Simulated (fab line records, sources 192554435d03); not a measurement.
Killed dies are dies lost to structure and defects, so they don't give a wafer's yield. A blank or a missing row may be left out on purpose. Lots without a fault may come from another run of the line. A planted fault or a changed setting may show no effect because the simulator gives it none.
fab line records | flow n5_finfet
record lots=6 wafers=18 last_day=19
route steps=1938 shown SDB@348 BEOL_M4@1111 PASSIVATION@1936
lots that met no fault: from a run of the same line without faults
start_h: hours from the record's first day to the start of the lot's first wafer shown | wait_h: hours since the lot's step before | " the same as in the row above | L1.1+2: a row that stands for several wafers | - no value, or no start given | * or withheld: withheld | < > ~ a bound
route shown NAME@n: a module of which the file shows steps, and the number in the route of the first | usual: mean/standard deviation of fault-free wafers | same: alike in all rows | chamber/n: place in a boat | sites: the reading at each site | _std_site: their standard deviation | _edge_site: outer sites' mean less inner sites' | radius_mm: how far each site lies from the wafer's centre | mask NAME#n: copy n | behind: the tool/chamber that last shaped the wafer | hold: why the lot was held/for how many hours/how that ended | device: the transistor (n, p or np) that didn't switch | end of line: the same wafers' tests at the end of the route | a step without rows: its recipe alone | killed: dies lost to structure and defects at the first sort, not the wafer's yield | map: a wafer's dies, x killed, . not, _ none there
set.NAME: the setting as run; set.NAME@STEP: as run at that earlier step | model.NAME: the simulator's own value behind a step, which no gauge read
lots at some steps of the route; a table a step, a row a wafer
services: from which hour (start_h, from the record's first day; less than 0 if before it) a tool's chamber was out of use, for how many hours, and why
## steps
# step N5_SDB_COAT_03
# recipe resist=SOC temp_c=250 time_s=60 spin_rpm=1500 resist_thk_nm=100
# step N5_SDB_COAT_04
# recipe resist=SiARC temp_c=220 time_s=60 spin_rpm=1500 resist_thk_nm=18
# step N5_SDB_COAT_05
# recipe resist=CAR-ArF spin_rpm=1500 resist_thk_nm=90
# step N5_SDB_EBR_07
# recipe solvent=PGMEA ebr_width_mm=1.5
# step N5_SDB_SOFTBAKE_06
# recipe temp_c=110 time_s=60 resist=CAR-ArF
# step N5_SDB_EXPOSE_08
# recipe mask_id=SDB na=1.35 source_shape=conventional sigma_outer=0.5 polarization=unpolarized dose_mj=49.6
# step N5_SDB_PEB_09
# recipe peb_temp_c=withheld peb_time_s=60 resist=CAR-ArF
# step N5_SDB_DEVELOP_10
# recipe develop_time_s=30 developer=TMAH resist=CAR-ArF rinse_liquid=diw dry=air_spin dev_temp_c=23
# step N5_SDB_CD_MEAS_11
# recipe target_cd_nm=50 landing_energy_ev=500 detector=se_inlens polarity=opening
# usual cd_nm=50.5/1.1
# columns lot.wafer tool chamber start_h wait_h cd_nm
L678.2 cd_sem-02 0 97.29 - 49.6
L678.4 " 0 " " 50.7
L678.5 " 0 " " 51.0
L684.2 cd_sem-01 0 132.89 - 50.2
L684.4 " 0 " " 51.0
L684.5 " 0 " " 50.7
L685.2 cd_sem-02 0 140.58 - 52.1
L685.4 " 0 " " 50.9
L685.6 " 0 " " 52.6
L686.1 cd_sem-03 0 145.11 - 49.1
L686.3 " 0 " " 49.3
L686.6 " 0 " " 49.7
L687.1 cd_sem-01 0 151.94 - 49.4
L687.2 " 0 " " 49.0
L687.4 " 0 " " 49.4
L696.2 cd_sem-01 0 207.36 - 49.7
L696.4 " 0 " " 50.2
L696.5 " 0 " " 50.5
# step N5_SDB_OVL_MEAS_12
# recipe points_per_wafer=44
# usual SDB_OVL=0.1/0.66
# columns lot.wafer tool chamber start_h wait_h SDB_OVL[nm]
L678.2 overlay-02 0 97.33 0.0 -0.3
L678.4 " 0 " " 0.7
L678.5 " 0 " " -0.7
L684.2 overlay-01 0 132.92 0.0 0.8
L684.4 " 0 " " 1.2
L684.5 " 0 " " 0.7
L685.2 overlay-01 0 140.61 0.0 0.2
L685.4 " 0 " " -0.8
L685.6 " 0 " " 0.4
L686.1 overlay-01 0 145.14 0.0 0.8
L686.3 " 0 " " 0.2
L686.6 " 0 " " -0.6
L687.1 overlay-01 0 151.97 0.0 0.5
L687.2 " 0 " " -0.6
L687.4 " 0 " " -0.9
L696.2 overlay-02 0 207.39 0.0 0.4
L696.4 " 0 " " 0.8
L696.5 " 0 " " -0.6
# step N5_SDB_INSPECT_13
# recipe mode=adi inspect_instrument=brightfield
# usual raw_defect_count=79/30
# columns lot.wafer tool chamber start_h wait_h raw_defect_count
L678.2 defect_inspect-02 - 97.35 0.0 45
L678.4 " - " " 52
L678.5 " - " " 33
L684.2 defect_inspect-02 - 132.94 0.0 92
L684.4 " - " " 76
L684.5 " - " " 76
L685.2 defect_inspect-01 - 140.64 0.0 79
L685.4 " - " " 100
L685.6 " - " " 73
L686.1 defect_inspect-01 - 145.17 0.0 51
L686.3 " - " " 69
L686.6 " - " " 96
L687.1 defect_inspect-01 - 151.99 0.0 77
L687.2 " - " " 44
L687.4 " - " " 62
L696.2 defect_inspect-02 - 207.41 0.0 56
L696.4 " - " " 72
L696.5 " - " " 35
# step N5_SDB_DESCUM_16
# recipe chemistry=O2 time_s=7.9 source_power_w=50 bias_power_w=20 pressure_mtorr=20 rf_frequency_hz=2.712e+07 temp_c=40 resist=CAR-ArF o2_flow_sccm=225
# usual bias_power_w=19.99/0.061 drypump_motor_current_A=5.7/0.42 oes_product_au=0.80/0.098 rf_vpp_V=243.4/1.1 showerhead_plenum_p_Torr=2.11/0.045 throttle_valve_pct=20.44/0.24
# columns lot.wafer tool chamber start_h wait_h bias_power_w drypump_motor_current_A oes_product_au rf_hours_counter_h rf_vpp_V showerhead_plenum_p_Torr throttle_valve_pct
L678.2 rie_diel-05 0 97.39 0.0 20.01 6.2 0.74 142 243.6 2.12 20.75
L678.4 " 2 " " 20.05 5.5 0.70 190 243.5 2.09 20.42
L678.5 " 0 " " 19.97 6.2 0.74 - 244.6 2.12 20.75
L684.2 rie_diel-02 0 132.97 0.0 20.09 5.2 0.69 216 244.1 2.16 20.81
L684.4 " 1 " " 19.95 5.0 0.70 214 241.8 2.08 20.52
L684.5 " 0 " " 20.16 5.2 0.70 - 242.7 2.16 20.81
L685.2 rie_diel-06 1 140.67 0.0 20.01 5.8 0.87 28 244.6 2.11 19.98
L685.4 " 0 " " 19.91 5.8 0.92 23 243.8 2.13 20.36
L685.6 " 0 " " 19.94 5.8 0.92 - 244.0 2.13 20.38
L686.1 rie_diel-05 0 145.20 0.0 19.97 6.3 0.73 159 242.7 2.11 20.78
L686.3 " 2 " " 19.98 5.5 0.68 208 243.4 2.08 20.46
L686.6 " 0 " " 19.96 6.2 0.74 - 243.1 2.11 20.78
L687.1 rie_diel-02 1 152.03 0.0 19.93 5.0 0.71 218 243.6 2.07 20.51
L687.2 " 2 " " 19.99 5.8 0.88 34 243.9 2.13 20.37
L687.4 " 0 " " 20.02 5.2 0.70 220 244.7 2.16 20.80
L696.2 rie_diel-06 1 207.45 0.0 20.00 5.7 0.84 46 243.5 2.11 20.02
L696.4 " 0 " " 19.97 5.8 0.89 42 245.4 2.12 20.39
L696.5 " 0 " " 19.97 5.8 0.89 - 243.7 2.12 20.40
# step N5_SDB_ETCH_17
# recipe chemistry=CF4 target=SiARC target_depth_a=234 mask_material=CAR-ArF time_s=39 ion_energy_ev=80 pressure_mtorr=40 source_w=545 bias_w=36 Ar_flow_sccm=100 cf4_flow_sccm=100 ends=cleared
# usual bias_w=36.00/0.098 cf4_flow_sccm=100.0/0.34 drypump_motor_current_A=5.7/0.42 etch_rf_on_time_s=38.9/0.89 oes_product_au=0.68/0.085 rf_vpp_V=184.3/0.92 showerhead_plenum_p_Torr=2.16/0.046 throttle_valve_pct=15.62/0.2
# columns lot.wafer tool chamber start_h wait_h bias_w cf4_flow_sccm drypump_motor_current_A etch_rf_on_time_s oes_product_au rf_hours_counter_h rf_vpp_V showerhead_plenum_p_Torr throttle_valve_pct model.CAR-ArF_of_SDB_COAT_05.thk_nm
L678.2 rie_diel-05 0 97.42 0.0 36.01 100.3 6.2 39.5 0.63 142 184.2 2.14 15.71 66.6
L678.4 " 2 " " 36.07 99.8 5.5 39.9 0.60 190 184.9 2.14 15.65 66.6
L678.5 " 0 " " 36.01 100.1 6.3 39.6 0.63 - 184.3 2.14 15.72 66.6
L684.2 rie_diel-02 0 133.01 0.0 - - - - - - - - - 83.4
L684.4 " 1 " " - - - - - - - - - 83.4
L684.5 " 0 " " - - - - - - - - - 83.2
L685.2 rie_diel-06 1 140.71 0.0 - - - - - - - - - 83.2
L685.4 " 0 " " - - - - - - - - - 83.4
L685.6 " 0 " " - - - - - - - - - 83.4
L686.1 rie_diel-05 0 145.24 0.0 36.26 100.4 6.2 39.6 0.62 159 183.8 2.13 15.74 66.4
L686.3 " 2 " " 36.06 99.7 5.5 40.2 0.59 208 185.2 2.13 15.68 66.6
L686.6 " 0 " " 35.99 101.0 6.2 39.2 0.62 - 184.4 2.13 15.75 66.4
L687.1 rie_diel-02 1 152.06 0.0 35.88 99.7 5.0 40.5 0.58 218 183.0 2.11 15.67 67
L687.2 " 2 " " 36.13 100.0 5.8 39.0 0.74 34 183.9 2.18 15.49 66.8
L687.4 " 0 " " 35.92 100.3 5.2 39.1 0.60 220 184.5 2.20 15.97 66.6
L696.2 rie_diel-06 1 207.48 0.0 36.11 100.0 5.8 38.3 0.73 46 184.2 2.19 15.41 66.8
L696.4 " 0 " " 35.93 100.2 5.8 38.5 0.75 42 184.6 2.17 15.50 66.6
L696.5 " 0 " " 35.94 99.7 5.8 38.3 0.76 - 185.6 2.17 15.49 66.6
# step N5_SDB_ETCH_18
# recipe chemistry=N2/H2 target=SOC target_depth_a=1000 overetch_a=200 mask_material=SiARC temp_c=40 time_s=150 ion_energy_ev=200 pressure_mtorr=30 source_w=840 bias_w=150 n2_flow_sccm=200 h2_flow_sccm=200
# usual bias_w=150.0/0.41 chamber_pressure_mTorr=30.000/0.028 drypump_motor_current_A=5.7/0.42 oes_product_au=0.71/0.081 rf_vpp_V=524.6/1.7 showerhead_plenum_p_Torr=2.56/0.06 throttle_valve_pct=17.82/0.14
# columns lot.wafer tool chamber start_h wait_h bias_w chamber_pressure_mTorr drypump_motor_current_A oes_product_au rf_hours_counter_h rf_vpp_V showerhead_plenum_p_Torr throttle_valve_pct
L678.2 rie_diel-05 0 97.46 0.0 150.5 29.978 6.3 0.66 142 523.4 2.54 17.94
L678.4 " 2 " " 150.9 30.027 5.5 0.64 190 522.2 2.53 17.79
L678.5 " 0 " " 150.0 29.992 6.2 0.67 - 525.5 2.54 17.95
L684.2 rie_diel-02 0 133.04 0.0 149.9 29.985 5.2 0.27 216 526.3 2.61 18.05
L684.4 " 1 " " 150.1 30.012 5.0 0.27 214 521.6 2.51 17.81
L684.5 " 0 " " 150.2 29.983 5.2 0.27 - 525.2 2.61 18.04
L685.2 rie_diel-06 1 140.74 0.0 149.9 30.026 5.7 0.32 28 526.0 2.62 17.64
L685.4 " 0 " " 150.0 29.972 5.8 0.34 23 524.7 2.58 17.72
L685.6 " 0 " " 150.6 30.028 5.8 0.34 - 524.8 2.58 17.72
L686.1 rie_diel-05 0 145.27 0.0 149.9 29.979 6.2 0.65 159 523.5 2.53 17.97
L686.3 " 2 " " 149.7 29.985 5.5 0.63 208 523.0 2.52 17.82
L686.6 " 0 " " 150.0 30.018 6.2 0.65 - 523.9 2.53 17.97
L687.1 rie_diel-02 1 152.10 0.0 149.4 29.996 5.0 0.63 218 524.0 2.50 17.87
L687.2 " 2 " " 149.4 29.973 5.8 0.78 34 525.2 2.58 17.73
L687.4 " 0 " " 149.8 30.034 5.2 0.64 220 525.4 2.61 18.09
L696.2 rie_diel-06 1 207.52 0.0 150.9 30.010 5.7 0.75 46 525.0 2.61 17.71
L696.4 " 0 " " 149.8 29.976 5.8 0.78 42 526.1 2.57 17.83
L696.5 " 0 " " 150.2 30.074 5.8 0.78 - 524.2 2.57 17.82
# step N5_SDB_STRIP_19
# recipe chemistry=N2/H2 temp_c=40 n2_flow_sccm=200 h2_flow_sccm=200 rf_frequency_hz=6e+07
# step N5_BEOL_M4_RC_MEAS_101
# usual DIBL_N=36.0/1.6 DIBL_P=35.8/2 IOFF_N=0.152/0.03 IOFF_P=0.20/0.031 ION_N=670/12 ION_P=459/7.4 SS_N=71.5/0.56 SS_P=73.2/0.64 VT_N=251/3.5 VT_P=-252/3.3
# columns lot.wafer tool chamber start_h wait_h DIBL_N[mV/V] DIBL_P[mV/V] IOFF_N[nA/um] IOFF_P[nA/um] ION_N[uA/um] ION_P[uA/um] SS_N[mV/dec] SS_P[mV/dec] VT_N[mV] VT_P[mV]
L678.2 prober-01 0 238.61 0.2 36.0 36.9 0.158 0.23 674 471 71.4 73.7 249 -247
L678.4 " 0 " " 36.6 37.6 0.160 0.24 669 457 71.3 73.4 250 -247
L678.5 " 0 " " 36.3 38.0 0.149 0.25 656 461 71.5 73.1 254 -248
L686.1 prober-02 0 262.11 0.0 35.1 35.8 0.133 0.18 669 455 71.4 72.8 252 -254
L686.3 " 0 " " 38.1 39.6 0.190 0.22 668 454 72.8 73.3 247 -250
L686.6 " 0 " " 37.5 38.8 0.176 0.21 679 458 72.1 73.5 249 -252
L687.1 prober-01 0 284.98 0.0 35.6 37.0 0.171 0.22 673 462 71.0 73.1 249 -249
L687.2 " 0 " " 35.5 37.5 0.190 0.24 694 472 71.2 72.9 244 -248
L687.4 " 0 " " 32.2 33.5 0.124 0.17 666 460 70.4 72.0 250 -254
L696.2 prober-02 0 347.50 0.2 35.4 35.4 0.139 0.17 673 456 71.5 73.4 251 -254
L696.4 " 0 " " 36.3 36.9 0.164 0.20 669 458 72.8 73.4 249 -254
L696.5 " 0 " " 34.5 35.0 0.131 0.18 656 457 71.9 72.6 251 -253
# step N5_PASSIVATION_PROBE_49
# usual defect_limited_yield=91.6/1.4 killed_at_M0_to_M3=33/10 killed_at_M4_up=13/5.3 killed_at_contacts=13/5.9 killed_at_front_end=36/12 killed_at_other=4/3.1 killed_dies=99/16 killed_on_rim=13/4.2 killed_open=65/13 killed_short=32/7.3 sort_bin_5_function=4.9/0.9 sort_bin_6_memory=3.1/0.66 sort_n_pass=1081/17 sort_yield_pct=91.6/1.4
# same gross_dies=1180 killed_at_back_side=0 sort_bin_4_leakage[%]=0 sort_bin_8_speed[%]=0
# columns lot.wafer tool chamber start_h wait_h defect_limited_yield[%] killed_at_M0_to_M3 killed_at_M4_up killed_at_contacts killed_at_front_end killed_at_other killed_dies killed_on_rim killed_open killed_short sort_bin_5_function[%] sort_bin_6_memory[%] sort_n_pass sort_yield_pct[%]
L686.6 prober-02 - 366.17 0.3 90.3 28 15 13 58 1 115 15 77 31 5.9 3.0 1065 90.3
L684.2 prober-02 - 379.44 0.1 0 37 15 9 1118 1 1180 152 75 30 96.7 3.1 0 0
L684.4 prober-02 - 379.54 0.2 0 36 18 10 1107 9 1180 152 75 32 96.0 3.8 0 0
L684.5 prober-02 - 379.59 0.2 0 31 15 14 1114 6 1180 152 98 31 95.3 4.2 0 0
L685.2 prober-02 - 385.25 0.1 0 23 7 2 1146 2 1180 152 44 20 97.4 2.2 0 0
L685.4 prober-02 - 385.35 0.2 0 30 11 4 1130 5 1180 152 49 27 97.8 1.9 0 0
L685.6 prober-02 - 385.45 0.3 0 21 5 9 1138 7 1180 152 54 32 97.0 2.6 0 0
# killed by level:class
L686.6 FIN_SAQP:geometric_particle:open=18 BEOL_M3:geometric_particle:open=14 FIN_SAQP:geometric_particle:short=11 DUMMY_GATE:geometric_particle:open=9 MOL_CONTACT_COAG:geometric_particle:open=9 STI_FIN_REVEAL:geometric_particle:open=7 BEOL_M3:geometric_particle:short=7 BEOL_M4:geometric_particle:open=7
L684.2 SDB:area_etch=1075 STI_FIN_REVEAL:geometric_particle:open=20 BEOL_M0_SAQP:geometric_particle:open=11 MOL_CONTACT_COAG:geometric_particle:open=9 FIN_SAQP:geometric_particle:open=8 BEOL_M1:geometric_particle:open=7 BEOL_M0_SAQP:geometric_particle:short=6 BEOL_M3:geometric_particle:open=6
L684.4 SDB:area_etch=1073 BEOL_M2:geometric_particle:open=14 BEOL_M3:geometric_particle:open=10 FIN_SAQP:geometric_particle:open=6 MOL_CONTACT_COAG:geometric_particle:open=6 BEOL_M4:geometric_particle:open=6 BEOL_M5:geometric_particle:open=5 DUMMY_GATE:geometric_particle:open=5
L684.5 SDB:area_etch=1051 FIN_SAQP:geometric_particle:open=23 STI_FIN_REVEAL:geometric_particle:open=19 MOL_CONTACT_COAG:geometric_particle:open=10 BEOL_M2:geometric_particle:open=9 FIN_SAQP:geometric_particle:short=8 BEOL_M3:geometric_particle:open=7 DUMMY_GATE:geometric_particle:open=6
L685.2 SDB:area_etch=1116 FIN_SAQP:geometric_particle:short=7 BEOL_M0_SAQP:geometric_particle:short=6 FIN_SAQP:geometric_particle:open=5 STI_FIN_REVEAL:geometric_particle:open=5 DUMMY_GATE:geometric_particle:open=5 BEOL_M0_SAQP:geometric_particle:open=5 BEOL_M2:geometric_particle:open=4
L685.4 SDB:area_etch=1104 BEOL_M4:geometric_particle:open=10 FIN_SAQP:geometric_particle:short=9 BEOL_M2:geometric_particle:open=7 BEOL_M3:geometric_particle:open=7 BEOL_M0_SAQP:geometric_particle:open=6 FIN_SAQP:geometric_particle:open=5 BEOL_M3:geometric_particle:short=4
L685.6 SDB:area_etch=1094 STI_FIN_REVEAL:geometric_particle:open=9 FIN_SAQP:geometric_particle:open=8 GATE_CUT:geometric_particle:short=6 MOL_CONTACT_COAG:geometric_particle:open=6 BEOL_M0_SAQP:geometric_particle:short=6 FIN_SAQP:geometric_particle:short=5 GATE_CUT:geometric_particle:open=5
# map L684.2 (x killed, . not)
_________________xxxxxxxxxxxx________________
______________xxxxxxxxxxxxxxxxxx_____________
___________xxxxxxxxxxxxxxxxxxxxxxxx__________
__________xxxxxxxxxxxxxxxxxxxxxxxxxx_________
________xxxxxxxxxxxxxxxxxxxxxxxxxxxxxx_______
_______xxxxxxxxxxxxxxxxxxxxxxxxxxxxxxxx______
______xxxxxxxxxxxxxxxxxxxxxxxxxxxxxxxxxx_____
_____xxxxxxxxxxxxxxxxxxxxxxxxxxxxxxxxxxxx____
____xxxxxxxxxxxxxxxxxxxxxxxxxxxxxxxxxxxxxx___
___xxxxxxxxxxxxxxxxxxxxxxxxxxxxxxxxxxxxxxxx__
___xxxxxxxxxxxxxxxxxxxxxxxxxxxxxxxxxxxxxxxx__
__xxxxxxxxxxxxxxxxxxxxxxxxxxxxxxxxxxxxxxxxxx_
__xxxxxxxxxxxxxxxxxxxxxxxxxxxxxxxxxxxxxxxxxx_
_xxxxxxxxxxxxxxxxxxxxxxxxxxxxxxxxxxxxxxxxxxxx
_xxxxxxxxxxxxxxxxxxxxxxxxxxxxxxxxxxxxxxxxxxxx
_xxxxxxxxxxxxxxxxxxxxxxxxxxxxxxxxxxxxxxxxxxxx
_xxxxxxxxxxxxxxxxxxxxxxxxxxxxxxxxxxxxxxxxxxxx
_xxxxxxxxxxxxxxxxxxxxxxxxxxxxxxxxxxxxxxxxxxxx
_xxxxxxxxxxxxxxxxxxxxxxxxxxxxxxxxxxxxxxxxxxxx
_xxxxxxxxxxxxxxxxxxxxxxxxxxxxxxxxxxxxxxxxxxxx
_xxxxxxxxxxxxxxxxxxxxxxxxxxxxxxxxxxxxxxxxxxxx
__xxxxxxxxxxxxxxxxxxxxxxxxxxxxxxxxxxxxxxxxxx_
__xxxxxxxxxxxxxxxxxxxxxxxxxxxxxxxxxxxxxxxxxx_
___xxxxxxxxxxxxxxxxxxxxxxxxxxxxxxxxxxxxxxxx__
___xxxxxxxxxxxxxxxxxxxxxxxxxxxxxxxxxxxxxxxx__
____xxxxxxxxxxxxxxxxxxxxxxxxxxxxxxxxxxxxxx___
_____xxxxxxxxxxxxxxxxxxxxxxxxxxxxxxxxxxxx____
______xxxxxxxxxxxxxxxxxxxxxxxxxxxxxxxxxx_____
_______xxxxxxxxxxxxxxxxxxxxxxxxxxxxxxxx______
________xxxxxxxxxxxxxxxxxxxxxxxxxxxxxx_______
__________xxxxxxxxxxxxxxxxxxxxxxxxxx_________
___________xxxxxxxxxxxxxxxxxxxxxxxx__________
______________xxxxxxxxxxxxxxxxxx_____________
_________________xxxxxxxxxxxx________________
# map L685.2 (x killed, . not)
_________________xxxxxxxxxxxx________________
______________xxxxxxxxxxxxxxxxxx_____________
___________xxxxxxxxxxxxxxxxxxxxxxxx__________
__________xxxxxxxxxxxxxxxxxxxxxxxxxx_________
________xxxxxxxxxxxxxxxxxxxxxxxxxxxxxx_______
_______xxxxxxxxxxxxxxxxxxxxxxxxxxxxxxxx______
______xxxxxxxxxxxxxxxxxxxxxxxxxxxxxxxxxx_____
_____xxxxxxxxxxxxxxxxxxxxxxxxxxxxxxxxxxxx____
____xxxxxxxxxxxxxxxxxxxxxxxxxxxxxxxxxxxxxx___
___xxxxxxxxxxxxxxxxxxxxxxxxxxxxxxxxxxxxxxxx__
___xxxxxxxxxxxxxxxxxxxxxxxxxxxxxxxxxxxxxxxx__
__xxxxxxxxxxxxxxxxxxxxxxxxxxxxxxxxxxxxxxxxxx_
__xxxxxxxxxxxxxxxxxxxxxxxxxxxxxxxxxxxxxxxxxx_
_xxxxxxxxxxxxxxxxxxxxxxxxxxxxxxxxxxxxxxxxxxxx
_xxxxxxxxxxxxxxxxxxxxxxxxxxxxxxxxxxxxxxxxxxxx
_xxxxxxxxxxxxxxxxxxxxxxxxxxxxxxxxxxxxxxxxxxxx
_xxxxxxxxxxxxxxxxxxxxxxxxxxxxxxxxxxxxxxxxxxxx
_xxxxxxxxxxxxxxxxxxxxxxxxxxxxxxxxxxxxxxxxxxxx
_xxxxxxxxxxxxxxxxxxxxxxxxxxxxxxxxxxxxxxxxxxxx
_xxxxxxxxxxxxxxxxxxxxxxxxxxxxxxxxxxxxxxxxxxxx
_xxxxxxxxxxxxxxxxxxxxxxxxxxxxxxxxxxxxxxxxxxxx
__xxxxxxxxxxxxxxxxxxxxxxxxxxxxxxxxxxxxxxxxxx_
__xxxxxxxxxxxxxxxxxxxxxxxxxxxxxxxxxxxxxxxxxx_
___xxxxxxxxxxxxxxxxxxxxxxxxxxxxxxxxxxxxxxxx__
___xxxxxxxxxxxxxxxxxxxxxxxxxxxxxxxxxxxxxxxx__
____xxxxxxxxxxxxxxxxxxxxxxxxxxxxxxxxxxxxxx___
_____xxxxxxxxxxxxxxxxxxxxxxxxxxxxxxxxxxxx____
______xxxxxxxxxxxxxxxxxxxxxxxxxxxxxxxxxx_____
_______xxxxxxxxxxxxxxxxxxxxxxxxxxxxxxxx______
________xxxxxxxxxxxxxxxxxxxxxxxxxxxxxx_______
__________xxxxxxxxxxxxxxxxxxxxxxxxxx_________
___________xxxxxxxxxxxxxxxxxxxxxxxx__________
______________xxxxxxxxxxxxxxxxxx_____________
_________________xxxxxxxxxxxx________________
## services
# columns tool chamber start_h hours kind
rie_diel-02 2 98.10 16.2 repair
rie_diel-02 3 114.42 - clean
rie_diel-02 3 114.42 - consumable_replace:focus_ring
rie_diel-02 3 114.42 - consumable_replace:showerhead
rie_diel-02 3 114.42 17.7 scheduled_down
rie_diel-02 3 114.42 17.7 vent_cycle
rie_diel-05 3 118.81 5.5 repair
rie_diel-02 0 153.84 5.9 repair
rie_diel-02 1 156.34 5.9 repair
rie_diel-02 0 190.66 4.0 repair
## key
first_sign step=N5_SDB_ETCH_17 reading=tool_record direction=missing
effect step=N5_SDB_ETCH_18 reading=oes_product_au direction=down sigmas=5.1 usual=0.71 struck=0.30
effect step=N5_PASSIVATION_PROBE_49 reading=sort_bin_5_function direction=up sigmas=99+ usual=4.9 struck=96.7
model_effect step=N5_SDB_ETCH_17 value=CAR-ArF_of_SDB_COAT_05.thk_nm without=66.63 struck=83.33
more_kills_born_at N5_SDB_ETCH_17@rie_diel-06=3314 N5_SDB_ETCH_17@rie_diel-02=3199
met_at N5_SDB_ETCH_17
struck_wafers L684.2,L684.4,L684.5,L685.2,L685.4,L685.6
later_rows_left_out L684.2,L684.4,L684.5,L685.2,L685.4,L685.6
fault kind=skipped_step_whole tool=rie_diel-02,rie_diel-06 chamber=- onset_h=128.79 steps=N5_SDB_ETCH_17 scope=struck_lots_only
# later_rows_left_out: the simulator's readings of these wafers behind a module that went badly wrong aren't trusted and aren't shown, but for the sort
